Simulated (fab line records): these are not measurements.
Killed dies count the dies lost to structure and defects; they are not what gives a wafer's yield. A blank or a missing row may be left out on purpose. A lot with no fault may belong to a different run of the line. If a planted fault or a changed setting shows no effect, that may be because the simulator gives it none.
fab line records	flow n5Finfet
record lots=24	wafers=72	lastDay=18
route steps=1938 shown BEOL_M9@1414 BEOL_M10@1471
lots that met no fault: taken from a fault-free run of the same line
startH: hours from the record's first day to the start of the lot's first wafer shown	waitH: hours elapsed since this lot's preceding step	" as in the row above	L1.1+2: several wafers, shown together as one row	- no value present, or no start provided	* or withheld: withheld	< > ~ a bound
route shown NAME@n: names a module that has steps shown in the file, with the first one's number in the route	usual: mean/standard deviation taken from wafers without a fault	same: alike in all rows	chamber/n: place in a boat	sites: each site's reading	_std_site: the standard deviation of these	_edge_site: the outer-site mean with the inner-site mean subtracted	radiusMm: for every site, how far away it sits from the centre of the wafer	mask NAME#n: copy n	behind: the last tool/chamber to shape the wafer	hold: why the lot was held/for how many hours/how that ended	device: the n, p or np transistor that did not switch	end of line: at the end of the route, the tests of the same wafers	for a step that has no rows: nothing shown but its recipe	killed: at the first sort, the dies lost to defects and structure; wafer yield is something else	map: a wafer's dies, x killed, . not, _ none there
set.NAME: the setting that was run; set.NAME@STEP: the one run at that earlier step	model.NAME: the simulator's own value behind a step, which no gauge read
one table for each step of the route and one row for each wafer, over a sample of lots
services: the hour from which a tool's chamber was out of use, counted from the record's first day as startH (under 0 if before that day), plus the number of hours and why
## steps
# step N5_BEOL_M9_CD_MEAS_11
# recipe targetCdNm=64.1	landingEnergyEv=500	detector=seInlens	polarity=opening
# usual cdNm=64.0/0.45
lot.wafer	tool	chamber	startH	waitH	cdNm
L074.1	cdSem-02	0	207.28	-	64.1
L074.4	"	0	"	"	63.9
L074.5	"	0	"	"	64.0
L075.2	cdSem-02	0	217.19	-	64.8
L075.4	"	0	"	"	64.8
L075.6	"	0	"	"	64.3
L076.1	cdSem-03	0	228.11	-	63.8
L076.2	"	0	"	"	64.0
L076.4	"	0	"	"	63.5
L077.1	cdSem-02	0	228.16	-	64.8
L077.2	"	0	"	"	63.9
L077.5	"	0	"	"	63.8
L078.2	cdSem-02	0	236.73	-	64.5
L078.4	"	0	"	"	64.6
L078.6	"	0	"	"	64.0
L079.3	cdSem-03	0	239.34	-	63.7
L079.4	"	0	"	"	63.9
L079.6	"	0	"	"	64.0
L080.3	cdSem-02	0	243.85	-	64.1
L080.5	"	0	"	"	63.8
L080.6	"	0	"	"	64.0
L081.2	cdSem-02	0	247.02	-	64.0
L081.3	"	0	"	"	63.8
L081.4	"	0	"	"	63.3
L083.1	cdSem-02	0	254.60	-	64.6
L083.2	"	0	"	"	64.0
L083.3	"	0	"	"	64.3
L082.2	cdSem-03	0	254.76	-	64.9
L082.4	"	0	"	"	64.6
L082.6	"	0	"	"	64.3
L084.2	cdSem-03	0	266.81	-	63.3
L084.4	"	0	"	"	63.7
L084.5	"	0	"	"	63.7
L085.1	cdSem-01	0	275.75	-	64.3
L085.3	"	0	"	"	64.0
L085.5	"	0	"	"	64.8
L086.2	cdSem-02	0	279.34	-	63.7
L086.3	"	0	"	"	63.9
L086.6	"	0	"	"	64.7
L087.1	cdSem-03	0	283.75	-	64.4
L087.3	"	0	"	"	64.3
L087.6	"	0	"	"	63.9
L089.1	cdSem-03	0	295.50	-	63.9
L089.5	"	0	"	"	64.4
L089.6	"	0	"	"	64.2
L090.1	cdSem-01	0	303.07	-	63.3
L090.3	"	0	"	"	63.8
L090.4	"	0	"	"	63.5
L088.1	cdSem-03	0	306.33	-	63.9
L088.4	"	0	"	"	64.4
L088.6	"	0	"	"	63.9
L093.1	cdSem-03	0	312.31	-	63.8
L093.3	"	0	"	"	64.2
L093.4	"	0	"	"	64.2
L091.2	cdSem-03	0	318.67	-	64.2
L091.5	"	0	"	"	63.9
L091.6	"	0	"	"	64.1
L092.1	cdSem-03	0	322.50	-	63.6
L092.2	"	0	"	"	63.5
L092.4	"	0	"	"	63.8
L094.1	cdSem-03	0	324.67	-	64.0
L094.5	"	0	"	"	63.8
L094.6	"	0	"	"	64.4
L095.3	cdSem-01	0	331.69	-	63.1
L095.4	"	0	"	"	63.4
L095.6	"	0	"	"	63.4
L096.1	cdSem-01	0	349.61	-	63.3
L096.4	"	0	"	"	63.9
L096.5	"	0	"	"	63.6
L097.1	cdSem-03	0	358.57	-	63.1
L097.3	"	0	"	"	63.6
L097.5	"	0	"	"	63.4
# step N5_BEOL_M9_STRIP_36
# recipe chemistry=N2/H2	powerW=450	tempC=40	pressureMtorr=20	rfFrequencyHz=6e+07	overashFraction=0.3	biasPowerW=7	h2Frac=0.5	n2FlowSccm=200	h2FlowSccm=200
# usual biasPowerW=7.001/0.021	drypumpMotorCurrentA=5.8/0.35	oesProductAu=0.79/0.1	rfVppV=59.1/1.5	showerheadPlenumPTorr=2.51/0.079	throttleValvePct=23.59/0.27
lot.wafer	tool	chamber	startH	waitH	biasPowerW	drypumpMotorCurrentA	oesProductAu	rfHoursCounterH	rfVppV	showerheadPlenumPTorr	throttleValvePct
L074.1	rieDiel-02	1	208.72	0.0	7.036	5.7	0.76	146	59.2	2.34	23.10
L074.4	"	3	"	"	7.029	6.3	0.93	6	60.6	2.60	23.29
L074.5	"	3	"	"	6.986	6.3	0.96	-	59.0	2.60	23.27
L075.2	rieDiel-02	1	218.84	0.0	6.984	5.7	0.76	149	57.6	2.33	23.12
L075.4	"	3	"	"	6.964	6.3	0.95	8	63.5	2.60	23.32
L075.6	"	0	"	"	6.979	5.7	0.72	-	57.2	2.53	23.96
L077.1	rieDiel-04	2	229.52	0.0	7.006	5.7	0.94	8	59.4	2.49	23.49
L077.2	"	3	"	"	7.000	5.8	0.72	230	59.1	2.50	23.88
L077.5	"	2	"	"	6.984	5.7	0.93	-	59.8	2.49	23.53
L076.1	rieDiel-02	0	229.80	0.0	6.980	5.7	0.74	162	56.7	2.53	23.97
L076.2	"	3	"	"	6.998	6.3	0.94	12	56.7	2.60	23.30
L076.4	"	1	"	"	7.020	5.7	0.75	152	59.6	2.33	23.11
L078.2	rieDiel-04	3	238.94	0.0	7.038	5.8	0.72	233	60.1	2.50	23.86
L078.4	"	1	"	"	6.993	6.1	0.73	176	57.8	2.64	23.57
L078.6	"	1	"	"	7.009	6.1	0.74	-	62.4	2.64	23.59
L079.3	rieDiel-04	1	240.66	0.0	7.007	6.1	0.74	177	61.0	2.64	23.58
L079.4	"	0	"	"	7.005	5.6	0.69	222	58.7	2.51	23.86
L079.6	"	2	"	"	6.992	5.7	0.94	-	57.5	2.49	23.54
L080.3	rieDiel-03	0	246.71	0.0	6.958	6.1	0.75	198	58.7	2.41	23.48
L080.5	"	2	"	"	7.013	6.2	0.70	-	58.2	2.43	23.86
L080.6	"	3	"	"	7.003	6.2	0.77	-	60.8	2.44	23.71
L081.2	rieDiel-04	0	250.43	0.0	7.002	5.6	0.68	224	58.9	2.51	23.84
L081.3	"	3	"	"	7.015	5.8	0.70	236	60.7	2.50	23.90
L081.4	"	0	"	"	7.001	5.5	0.69	-	58.7	2.51	23.86
L083.1	rieDiel-04	2	256.16	0.0	6.973	5.7	0.92	15	58.3	2.48	23.53
L083.2	"	3	"	"	6.979	5.8	0.70	238	60.3	2.50	23.89
L083.3	"	1	"	"	7.033	6.1	0.73	181	59.8	2.64	23.58
L082.2	rieDiel-02	3	256.32	0.0	7.015	6.3	0.91	19	59.8	2.60	23.30
L082.4	"	0	"	"	7.006	5.7	0.73	168	58.4	2.53	23.96
L082.6	"	2	"	"	6.959	5.1	0.91	-	58.4	2.48	22.99
L084.2	rieDiel-04	3	268.32	0.0	6.988	5.8	0.71	239	57.9	2.50	23.86
L084.4	"	2	"	"	7.012	5.7	0.90	21	60.1	2.48	23.55
L084.5	"	2	"	"	7.011	5.7	0.91	-	60.2	2.48	23.56
L085.1	rieDiel-04	3	280.41	0.0	6.998	5.8	0.71	243	58.0	2.50	23.90
L085.3	"	2	"	"	7.033	5.7	0.88	25	57.3	2.48	23.53
L085.5	"	1	"	"	6.992	6.1	0.73	-	60.4	2.63	23.59
L086.2	rieDiel-04	2	283.16	0.0	6.981	5.7	0.89	27	58.5	2.48	23.56
L086.3	"	0	"	"	6.991	5.6	0.68	237	58.4	2.50	23.88
L086.6	"	2	"	"	7.009	5.7	0.91	-	58.6	2.48	23.56
L087.1	rieDiel-03	1	290.35	0.0	6.983	4.7	0.90	33	62.6	2.58	23.28
L087.3	"	2	"	"	6.973	6.2	0.70	203	57.1	2.42	23.86
L087.6	"	0	"	"	7.013	6.1	0.73	-	57.3	2.41	23.52
L089.1	rieDiel-04	0	297.14	0.0	6.992	5.6	0.67	243	58.6	2.50	23.91
L089.5	"	2	"	"	6.994	5.7	0.89	-	55.3	2.48	23.57
L089.6	"	1	"	"	7.012	6.1	0.72	-	58.7	2.63	23.55
L090.1	rieDiel-02	0	305.35	0.0	6.991	5.7	0.72	180	58.7	2.53	23.98
L090.3	"	3	"	"	7.021	6.3	0.89	31	58.8	2.59	23.35
L090.4	"	2	"	"	6.997	5.2	0.89	35	57.5	2.47	22.98
L088.1	rieDiel-04	2	307.81	0.0	7.013	5.7	0.90	36	60.7	2.48	23.56
L088.4	"	0	"	"	7.027	5.6	0.67	-	58.9	2.50	23.87
L088.6	"	2	"	"	6.993	5.7	0.88	-	59.6	2.48	23.56
L093.1	rieDiel-04	1	313.77	0.0	6.998	6.1	0.72	205	59.6	2.63	23.59
L093.3	"	0	"	"	7.003	5.6	0.67	250	61.0	2.50	23.92
L093.4	"	2	"	"	7.000	5.7	0.88	-	58.2	2.47	23.58
L091.2	rieDiel-04	2	321.15	0.0	7.048	5.7	0.86	41	58.2	2.47	23.58
L091.5	"	1	"	"	7.035	6.1	0.70	-	60.9	2.63	23.58
L091.6	"	3	"	"	7.009	5.8	1.04	-	60.0	2.49	23.50
L092.1	rieDiel-04	1	323.94	0.0	6.985	6.1	0.71	209	58.0	2.62	23.61
L092.2	"	3	"	"	6.989	5.8	1.02	2	57.8	2.49	23.56
L092.4	"	1	"	"	7.018	6.1	0.71	-	59.9	2.63	23.61
L094.1	rieDiel-03	0	326.26	0.0	6.998	6.1	0.73	223	58.7	2.40	23.52
L094.5	"	0	"	"	6.997	6.0	0.72	-	59.1	2.40	23.54
L094.6	"	1	"	"	6.976	4.8	0.90	-	59.8	2.57	23.30
L095.3	rieDiel-02	1	334.36	0.0	7.034	5.7	0.72	179	60.8	2.32	23.13
L095.4	"	0	"	"	6.998	5.7	0.72	190	61.2	2.52	23.98
L095.6	"	0	"	"	6.983	5.7	0.71	-	59.0	2.52	23.96
L096.1	rieDiel-03	2	351.64	0.0	6.998	6.2	0.69	221	59.6	2.41	23.92
L096.4	"	3	"	"	7.026	6.2	0.75	158	59.5	2.43	23.75
L096.5	"	2	"	"	6.999	6.2	0.70	-	57.9	2.41	23.93
L097.1	rieDiel-04	2	361.47	0.0	7.032	5.7	0.84	55	56.8	2.47	23.58
L097.3	"	3	"	"	7.019	5.8	0.97	14	60.5	2.49	23.55
L097.5	"	2	"	"	7.033	5.7	0.85	-	58.3	2.47	23.58
# step N5_BEOL_M9_OCD_MEAS_38
# usual trenchDepthNm=151.1/2.4
lot.wafer	tool	chamber	startH	waitH	trenchDepthNm
L074.1	ocd-01	-	208.93	-	151.9
L074.4	"	-	"	"	151.1
L074.5	"	-	"	"	153.0
L075.2	ocd-02	-	219.06	-	152.7
L075.4	"	-	"	"	153.9
L075.6	"	-	"	"	148.5
L077.1	ocd-01	-	229.73	-	152.1
L077.2	"	-	"	"	149.1
L077.5	"	-	"	"	152.2
L076.1	ocd-02	-	230.01	-	151.2
L076.2	"	-	"	"	154.6
L076.4	"	-	"	"	154.1
L078.2	ocd-02	-	239.16	-	149.3
L078.4	"	-	"	"	149.9
L078.6	"	-	"	"	150.0
L079.3	ocd-02	-	240.88	-	149.1
L079.4	"	-	"	"	150.0
L079.6	"	-	"	"	151.0
L080.3	ocd-01	-	246.93	-	150.8
L080.5	"	-	"	"	150.2
L080.6	"	-	"	"	150.6
L081.2	ocd-02	-	250.65	-	150.4
L081.3	"	-	"	"	150.2
L081.4	"	-	"	"	148.2
L083.1	ocd-01	-	256.37	-	152.2
L083.2	"	-	"	"	149.8
L083.3	"	-	"	"	149.8
L082.2	ocd-01	-	256.54	-	153.3
L082.4	"	-	"	"	148.9
L082.6	"	-	"	"	155.3
L084.2	ocd-01	-	268.53	-	148.7
L084.4	"	-	"	"	151.6
L084.5	"	-	"	"	150.0
L085.1	ocd-02	-	280.63	-	149.2
L085.3	"	-	"	"	150.9
L085.5	"	-	"	"	148.2
L086.2	ocd-02	-	283.37	-	153.7
L086.3	"	-	"	"	149.9
L086.6	"	-	"	"	152.6
L087.1	ocd-01	-	290.56	-	156.5
L087.3	"	-	"	"	149.9
L087.6	"	-	"	"	151.9
L089.1	ocd-02	-	297.36	-	148.2
L089.5	"	-	"	"	152.4
L089.6	"	-	"	"	148.0
L090.1	ocd-02	-	305.56	-	148.6
L090.3	"	-	"	"	153.7
L090.4	"	-	"	"	155.7
L088.1	ocd-02	-	308.02	-	153.1
L088.4	"	-	"	"	149.5
L088.6	"	-	"	"	151.7
L093.1	ocd-02	-	313.99	-	149.3
L093.3	"	-	"	"	148.7
L093.4	"	-	"	"	152.0
L091.2	ocd-02	-	321.36	-	151.1
L091.5	"	-	"	"	148.3
L091.6	"	-	"	"	154.9
L092.1	ocd-02	-	324.16	-	146.7
L092.2	"	-	"	"	153.5
L092.4	"	-	"	"	147.0
L094.1	ocd-02	-	326.48	-	149.7
L094.5	"	-	"	"	151.6
L094.6	"	-	"	"	156.5
L095.3	ocd-02	-	334.58	-	152.2
L095.4	"	-	"	"	149.5
L095.6	"	-	"	"	149.7
L096.1	ocd-01	-	351.86	-	150.8
L096.4	"	-	"	"	150.5
L096.5	"	-	"	"	149.7
L097.1	ocd-01	-	361.69	-	150.4
L097.3	"	-	"	"	152.5
L097.5	"	-	"	"	152.2
# step N5_BEOL_M9_PRE_CLEAN_45
# recipe gas=H2/He	timeS=30	tempC=250
# usual heaterPowerW=342/30
lot.wafer	tool	chamber	startH	waitH	heaterPowerW
L074.1	pvdSputter-02	-	209.75	0.0	325
L074.4	"	-	"	"	414
L074.5	"	-	"	"	338
L075.2	pvdSputter-03	-	219.89	0.0	353
L075.4	"	-	"	"	298
L075.6	"	-	"	"	299
L077.1	pvdSputter-03	-	230.45	0.0	345
L077.2	"	-	"	"	303
L077.5	"	-	"	"	344
L076.1	pvdSputter-01	-	230.59	0.0	370
L076.2	"	-	"	"	332
L076.4	"	-	"	"	358
L078.2	pvdSputter-02	-	239.97	0.0	376
L078.4	"	-	"	"	320
L078.6	"	-	"	"	373
L079.3	pvdSputter-01	-	241.44	0.0	335
L079.4	"	-	"	"	358
L079.6	"	-	"	"	362
L080.3	pvdSputter-03	-	247.80	0.0	298
L080.5	"	-	"	"	288
L080.6	"	-	"	"	346
L081.2	pvdSputter-02	-	251.31	0.0	369
L081.3	"	-	"	"	436
L081.4	"	-	"	"	329
L083.1	pvdSputter-03	-	256.93	0.0	304
L083.2	"	-	"	"	307
L083.3	"	-	"	"	347
L082.2	pvdSputter-02	-	258.22	0.0	324
L082.4	"	-	"	"	420
L082.6	"	-	"	"	367
L084.2	pvdSputter-02	-	269.89	0.0	334
L084.4	"	-	"	"	422
L084.5	"	-	"	"	322
L085.1	pvdSputter-02	-	281.19	0.0	329
L085.3	"	-	"	"	426
L085.5	"	-	"	"	314
L086.2	pvdSputter-02	-	284.55	0.0	322
L086.3	"	-	"	"	343
L086.6	"	-	"	"	325
L087.1	pvdSputter-02	-	291.18	0.0	335
L087.3	"	-	"	"	422
L087.6	"	-	"	"	320
L089.1	pvdSputter-03	-	298.10	0.0	310
L089.5	"	-	"	"	301
L089.6	"	-	"	"	342
L090.1	pvdSputter-03	-	306.18	0.0	359
L090.3	"	-	"	"	341
L090.4	"	-	"	"	302
L088.1	pvdSputter-01	-	308.72	0.0	329
L088.4	"	-	"	"	344
L088.6	"	-	"	"	324
L093.1	pvdSputter-03	-	314.92	0.0	334
L093.3	"	-	"	"	305
L093.4	"	-	"	"	308
L091.2	pvdSputter-01	-	322.47	0.0	330
L091.5	"	-	"	"	322
L091.6	"	-	"	"	342
L092.1	pvdSputter-01	-	324.87	0.0	331
L092.2	"	-	"	"	359
L092.4	"	-	"	"	325
L094.1	pvdSputter-03	-	327.17	0.0	348
L094.5	"	-	"	"	300
L094.6	"	-	"	"	353
L095.3	pvdSputter-02	-	335.38	0.0	365
L095.4	"	-	"	"	335
L095.6	"	-	"	"	323
L096.1	pvdSputter-03	-	352.59	0.0	349
L096.4	"	-	"	"	312
L096.5	"	-	"	"	293
L097.1	pvdSputter-01	-	364.84	0.0	358
L097.3	"	-	"	"	332
L097.5	"	-	"	"	338
# step N5_BEOL_M9_INSPECT_58
# recipe inspectInstrument=darkfield	mode=postDep
# usual rawDefectCount=69/25
lot.wafer	tool	chamber	startH	waitH	rawDefectCount
L074.1	defectInspect-01	-	214.91	0.0	71
L074.4	"	-	"	"	52
L074.5	"	-	"	"	65
L075.2	defectInspect-01	-	224.21	0.0	35
L075.4	"	-	"	"	79
L075.6	"	-	"	"	40
L077.1	defectInspect-02	-	234.11	0.0	62
L077.2	"	-	"	"	41
L077.5	"	-	"	"	68
L076.1	defectInspect-02	-	235.85	0.0	36
L076.2	"	-	"	"	57
L076.4	"	-	"	"	44
L078.2	defectInspect-01	-	241.90	0.0	182
L078.4	"	-	"	"	82
L078.6	"	-	"	"	50
L079.3	defectInspect-02	-	242.95	0.0	55
L079.4	"	-	"	"	57
L079.6	"	-	"	"	58
L080.3	defectInspect-02	-	249.93	0.0	53
L080.5	"	-	"	"	43
L080.6	"	-	"	"	51
L081.2	defectInspect-02	-	254.07	0.0	70
L081.3	"	-	"	"	65
L081.4	"	-	"	"	79
L083.1	defectInspect-02	-	260.96	0.0	59
L083.2	"	-	"	"	95
L083.3	"	-	"	"	96
L082.2	defectInspect-02	-	261.43	0.0	109
L082.4	"	-	"	"	91
L082.6	"	-	"	"	95
L084.2	defectInspect-01	-	271.82	0.0	56
L084.4	"	-	"	"	53
L084.5	"	-	"	"	93
L085.1	defectInspect-02	-	283.26	0.0	77
L085.3	"	-	"	"	85
L085.5	"	-	"	"	80
L086.2	defectInspect-01	-	286.19	0.0	85
L086.3	"	-	"	"	78
L086.6	"	-	"	"	134
L087.1	defectInspect-02	-	293.49	0.0	33
L087.3	"	-	"	"	34
L087.6	"	-	"	"	48
L089.1	defectInspect-01	-	299.89	0.0	58
L089.5	"	-	"	"	50
L089.6	"	-	"	"	66
L090.1	defectInspect-02	-	308.26	0.0	56
L090.3	"	-	"	"	67
L090.4	"	-	"	"	103
L088.1	defectInspect-01	-	310.32	0.0	107
L088.4	"	-	"	"	61
L088.6	"	-	"	"	73
L093.1	defectInspect-02	-	317.15	0.0	52
L093.3	"	-	"	"	63
L093.4	"	-	"	"	48
L091.2	defectInspect-01	-	325.05	0.0	48
L091.5	"	-	"	"	48
L091.6	"	-	"	"	100
L092.1	defectInspect-01	-	327.89	0.0	58
L092.2	"	-	"	"	28
L092.4	"	-	"	"	54
L094.1	defectInspect-01	-	329.22	0.0	78
L094.5	"	-	"	"	75
L094.6	"	-	"	"	103
L095.3	defectInspect-01	-	337.48	0.0	88
L095.4	"	-	"	"	39
L095.6	"	-	"	"	67
L096.1	defectInspect-01	-	354.11	0.0	58
L096.4	"	-	"	"	102
L096.5	"	-	"	"	67
L097.1	defectInspect-02	-	366.73	0.0	46
L097.3	"	-	"	"	42
L097.5	"	-	"	"	24
# step N5_BEOL_M10_CURE_71
# recipe tempC=385	timeS=240	ambient=He/Ar	material=SiCOH_lowk
# usual lampPowerPct=52.31/0.056	wafer_temp_C_max=386.8/0.59
lot.wafer	tool	chamber	startH	waitH	lampPowerPct	wafer_temp_C_max
L074.1	uvCure-02	2	215.03	0.0	52.24	386.1
L074.4	"	2	"	"	52.28	386.4
L074.5	"	2	"	"	52.28	387.0
L075.2	uvCure-01	2	224.40	0.1	52.32	386.2
L075.4	"	2	"	"	52.31	386.6
L075.6	"	2	"	"	52.41	385.9
L077.1	uvCure-01	0	234.23	0.0	52.32	386.1
L077.2	"	0	"	"	52.30	386.5
L077.5	"	0	"	"	52.24	385.6
L076.1	uvCure-02	0	235.97	0.0	52.33	386.9
L076.2	"	0	"	"	52.33	386.5
L076.4	"	0	"	"	52.41	388.0
L078.2	uvCure-02	2	242.25	0.3	52.32	385.9
L078.4	"	2	"	"	52.26	386.6
L078.6	"	2	"	"	52.39	386.7
L079.3	uvCure-01	2	243.22	0.2	52.29	385.8
L079.4	"	2	"	"	52.27	386.3
L079.6	"	2	"	"	52.29	386.1
L080.3	uvCure-03	1	250.20	0.2	52.30	385.8
L080.5	"	1	"	"	52.34	385.6
L080.6	"	1	"	"	52.33	385.9
L081.2	uvCure-03	2	254.26	0.1	52.26	386.5
L081.3	"	2	"	"	52.30	386.5
L081.4	"	2	"	"	52.34	386.3
L083.1	uvCure-01	2	261.10	0.1	52.30	385.8
L083.2	"	2	"	"	52.38	386.4
L083.3	"	2	"	"	52.29	386.5
L082.2	uvCure-02	1	261.63	0.1	52.35	387.1
L082.4	"	1	"	"	52.22	386.7
L082.6	"	1	"	"	52.30	386.4
L084.2	uvCure-02	1	272.20	0.3	52.37	386.6
L084.4	"	1	"	"	52.35	387.7
L084.5	"	1	"	"	52.35	387.1
L085.1	uvCure-01	1	283.37	0.0	52.25	387.7
L085.3	"	1	"	"	52.25	387.5
L085.5	"	1	"	"	52.33	387.3
L086.2	uvCure-01	0	286.41	0.2	52.34	386.3
L086.3	"	0	"	"	52.29	386.2
L086.6	"	0	"	"	52.31	386.3
L087.1	uvCure-01	1	293.61	0.0	52.36	387.7
L087.3	"	1	"	"	52.24	387.3
L087.6	"	1	"	"	52.28	388.0
L089.1	uvCure-02	0	300.02	0.1	52.29	387.6
L089.5	"	0	"	"	52.20	386.6
L089.6	"	0	"	"	52.41	386.5
L090.1	uvCure-03	2	308.41	0.1	52.30	386.5
L090.3	"	2	"	"	52.27	386.7
L090.4	"	2	"	"	52.30	386.8
L088.1	uvCure-03	0	310.43	0.0	52.32	386.1
L088.4	"	0	"	"	52.39	386.8
L088.6	"	0	"	"	52.38	387.1
L093.1	uvCure-02	0	317.27	0.0	52.35	387.4
L093.3	"	0	"	"	52.38	387.4
L093.4	"	0	"	"	52.25	387.2
L091.2	uvCure-02	2	325.25	0.1	52.36	386.5
L091.5	"	2	"	"	52.34	386.9
L091.6	"	2	"	"	52.36	386.3
L092.1	uvCure-02	2	328.01	0.0	52.30	387.7
L092.2	"	2	"	"	52.45	386.6
L092.4	"	2	"	"	52.40	386.3
L094.1	uvCure-03	2	329.33	0.0	52.36	386.3
L094.5	"	2	"	"	52.30	386.6
L094.6	"	2	"	"	52.26	386.6
L095.3	uvCure-02	1	337.75	0.2	52.26	387.8
L095.4	"	1	"	"	52.36	387.0
L095.6	"	1	"	"	52.32	387.0
L096.1	uvCure-02	2	354.23	0.0	52.25	386.6
L096.4	"	2	"	"	52.32	386.8
L096.5	"	2	"	"	52.29	386.4
L097.1	uvCure-02	1	366.84	0.0	52.39	387.0
L097.3	"	1	"	"	52.32	387.3
L097.5	"	1	"	"	52.30	387.1
## services
tool	chamber	startH	hours	kind
rieDiel-04	2	185.70	-	clean
rieDiel-04	2	185.70	-	consumableReplace:focusRing
uvCure-01	-	208.05	2.8	pm
rieDiel-04	2	250.08	2.5	repair
rieDiel-04	3	257.50	8.1	repair
rieDiel-02	-	270.26	14.6	pm
pvdSputter-03	-	285.89	3.8	repair
uvCure-02	-	288.75	0.7	repair
rieDiel-02	-	289.47	0.3	repair
rieDiel-04	3	298.96	-	clean
rieDiel-04	3	298.96	-	consumableReplace:focusRing
rieDiel-04	3	298.96	20.0	scheduledDown
rieDiel-04	3	298.96	20.0	ventCycle
uvCure-03	-	316.20	3.4	repair
rieDiel-04	0	318.99	-	clean
rieDiel-04	0	318.99	-	consumableReplace:focusRing
rieDiel-04	0	318.99	15.8	scheduledDown
uvCure-03	-	332.01	4.6	repair
uvCure-02	-	343.69	0.3	repair
uvCure-02	-	347.11	1.3	repair
pvdSputter-02	-	351.75	1.1	repair
uvCure-01	-	355.97	2.1	pm
uvCure-02	-	357.12	9.0	repair
uvCure-01	-	361.66	1.1	repair
## key
fault none
